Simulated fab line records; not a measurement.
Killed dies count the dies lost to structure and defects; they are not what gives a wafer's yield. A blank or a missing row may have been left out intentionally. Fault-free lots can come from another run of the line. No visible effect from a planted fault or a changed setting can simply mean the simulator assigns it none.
One fault through the eyes of 2 desks -- flow n5-finfet -- each desk holds nothing but its own numbers, with what lay behind them at the end

## METROLOGY DESK
Means of the sampled wafers that have a number, per lot and without regard to the tool the lot ran on: this is what the gauges read. The brackets show how far a lot's mean lies from the usual mean; more than 4 standard deviations puts the lot out of limits, marked OUT.
Columns: A = cd-nm at N5_BEOL_M5_CD_MEAS_11, usual 28.0 nm; B = M5_OVL at N5_BEOL_M5_OVL_MEAS_12, usual 0.2 nm; C = cd-nm at N5_BEOL_M5_CD_MEAS_28, usual 30.64 nm
lot,first seen here,A,B,C
L726,day 8 10:22,27.9,0.3,30.52
L727,day 8 13:52,28.4,0.7,30.80
L733,day 9 18:57,27.5,0.7,30.63
L735,day 10 11:58,28.0,-0.7,30.75
L736,day 10 19:35,28.1,0.2,30.41
L738,day 11 15:46,27.9,0.3,30.36
L739,day 11 16:12,28.5,-0.0,30.46
L746,day 13 05:26,28.2,0.5,31.42
L747,day 14 00:01,27.9,0.5,31.50
L748,day 14 06:17,28.2,0.2,30.87
This desk's finding: nothing out of limits on any of the 10 lots.

## DESK OF THE TOOL OWNER: euv-scanner-02
The tool's own readings at N5_BEOL_M5_EXPOSE_25 (exposes mask V4, defocus 10 nm): means of the sampled wafers that have a number, for each lot that ran on this tool. The brackets show how far a lot's mean lies from the usual mean; more than 4 standard deviations puts the lot out of limits, marked OUT.
Columns: A = exposure-dose-mJ-cm2 at N5_BEOL_M5_EXPOSE_25, usual 52.79; B = stage-msd-nm at N5_BEOL_M5_EXPOSE_25, usual 0.821 nm
lot,first seen here,A,B
L727,day 8 16:26,52.96,0.809
L735,day 10 12:49,52.97,0.811
L736,day 10 21:43,52.99,0.811
L738,day 11 17:02,52.88,0.814
L739,day 11 17:13,53.02,0.816
L746,day 13 08:02,55.03 (+10) OUT,0.832
L747,day 14 00:54,54.60 (+8.2) OUT,0.840
This desk finds L746, L747 out of limits, L746 being first, at day 13 08:02 (exposure-dose-mJ-cm2 at N5_BEOL_M5_EXPOSE_25). Within limits: L727, L735, L736, L738, L739.

## ALL TOGETHER
On L746, L747, at day 13 08:02, an alarm was possible from the tool owner's desk.
From the metrology desk's view, nothing was out of limits.
The metrology desk has L746, L747 on record, within its limits.
All the named lots went through N5_BEOL_M5_EXPOSE_25 on euv-scanner-02.

## WHAT THE SIMULATOR HAD PUT IN
Drift in process parameters on euv-scanner-02 at N5_BEOL_M5_EXPOSE_25, starting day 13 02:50. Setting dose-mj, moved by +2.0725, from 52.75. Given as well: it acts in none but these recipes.
Shown lots that were struck: L746, L747.
How many hours passed from the start of the fault until each desk's first out-of-limits reading: the tool owner's desk, 5.
